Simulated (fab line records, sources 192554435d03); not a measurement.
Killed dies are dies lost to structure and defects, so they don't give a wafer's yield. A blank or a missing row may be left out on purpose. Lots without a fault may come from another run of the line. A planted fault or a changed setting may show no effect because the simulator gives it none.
A struck lot beside a sound one | flow n5_finfet | 14 steps out of a route of 1938
Sound: wafers L129.2, L129.3, L129.6. Struck: wafer L127.3. (L127.1, L127.4 of the same lot were not struck and are left out.) The cause comes at the end.
At each step with rows: each side's tool, then ch and its chambers, then its first start. Under that, the readings that differ: sound wafers | struck wafers | difference of the means | sigmas: that difference in standard deviations of wafers without a fault.
alike: readings whose means differ by less than 2 such deviations, and words and numbers that are the same on both sides. not compared: withheld readings, readings that some wafer has no value for, bounds like >300 that may hide the same value, and numbers for which the record gives no deviation and whose values overlap.
The two part at a step that has a row with sigmas, a row that says differs or no value, or rows on one side only. Numbers that don't overlap but have no deviation are shown without sigmas and don't part them. A reading that every wafer of one side lacks parts them only if that side has two wafers or more.

first, 7 steps without rows for these wafers: N5_PASSIVATION_COAT_38; N5_PASSIVATION_EBR_40; N5_PASSIVATION_SOFTBAKE_39 (time 120 s); N5_PASSIVATION_EXPOSE_41 (exposes mask PASS OPEN, defocus 0 nm, target cd 40000 nm); N5_PASSIVATION_PEB_42; N5_PASSIVATION_DEVELOP_43 (develop time 60 s); N5_PASSIVATION_HARDBAKE_45 (time 120 s).
N5_PASSIVATION_CD_MEAS_44: target cd 40000 nm.
  sound on cd_sem-02 ch 0, day 16 01:19; struck on cd_sem-03 ch 0, day 15 03:50
  reading    | sound             | struck | difference | sigmas
  cd_nm (nm) | 40001 40007 40005 | 39998  | -6         | -2
N5_PASSIVATION_OVL_MEAS_66:
  sound on overlay-01 ch 0, day 16 01:20; struck on overlay-01 ch 0, day 15 03:52
  alike: PASS_OPEN_OVL
N5_PASSIVATION_INSPECT_67: inspects for defects (macro).
  sound on defect_inspect-02, day 16 01:22; struck on defect_inspect-02, day 15 03:53
  alike: raw_defect_count
N5_PASSIVATION_DESCUM_46: chemistry O2, time 7.9 s.
  sound on rie_diel-06 ch 0,1, day 16 01:55; struck on rie_diel-01 ch 0, day 15 04:22
  reading                | sound             | struck | difference | sigmas
  throttle_valve_pct (%) | 20.31 20.23 20.25 | 20.69  | +0.43      | +2
  alike: drypump_motor_current_A, oes_product_au, rf_vpp_V, showerhead_plenum_p_Torr
  not compared: rf_hours_counter_h
N5_PASSIVATION_PASS_ETCH_47: etches SiNx in CF4/O2, target depth 770 nm, time 385 s.
  sound on rie_diel-06 ch 0,1, day 16 01:57; struck on rie_diel-01 ch 0, day 15 04:23
  reading                | sound             | struck | difference | sigmas
  throttle_valve_pct (%) | 15.74 15.76 15.74 | 16.25  | +0.50      | +2
  alike: O2_flow_sccm, drypump_motor_current_A, oes_product_au, rf_fwd_power_W, rf_vpp_V, showerhead_plenum_p_Torr
  not compared: rf_hours_counter_h
N5_PASSIVATION_ETCH_54: etches SiO2 in CHF3/O2, target depth 880 nm, time 440 s.
  sound on rie_diel-06 ch 0,1, day 16 02:11; struck on rie_diel-01 ch 0, day 15 04:37
  reading                                 | sound             | struck | difference | sigmas
  rf_fwd_power_W (W)                      | 648.4 648.4 646.2 | 807.1  | +159.4     | +89
  rf_vpp_V (V)                            | 525 517 516       | 462    | -57        | -14
  throttle_valve_pct (%)                  | 18.67 18.73 18.71 | 19.17  | +0.47      | +2
  model.etch.depth_nm (nm)                | 882.1 870.9 874   | 918    | +42        |
  model.PASSIVATION.feature_depth_nm (nm) | 882 870.8 874     | 918    | +42        |
  alike: O2_flow_sccm, drypump_motor_current_A, oes_product_au, showerhead_plenum_p_Torr
  not compared: rf_hours_counter_h
N5_PASSIVATION_STRIP_48: strips in O2.
  sound on rie_diel-06 ch 0,1, day 16 02:28; struck on rie_diel-01 ch 0, day 15 04:55
  reading                | sound             | struck | difference | sigmas
  throttle_valve_pct (%) | 16.54 16.53 16.44 | 17.04  | +0.54      | +2
  alike: drypump_motor_current_A, oes_product_au, rf_vpp_V, showerhead_plenum_p_Torr
  not compared: rf_hours_counter_h

WHERE THEY PART
First at N5_PASSIVATION_CD_MEAS_44; last, within this record, at N5_PASSIVATION_STRIP_48.

WHY: what the simulator had put in
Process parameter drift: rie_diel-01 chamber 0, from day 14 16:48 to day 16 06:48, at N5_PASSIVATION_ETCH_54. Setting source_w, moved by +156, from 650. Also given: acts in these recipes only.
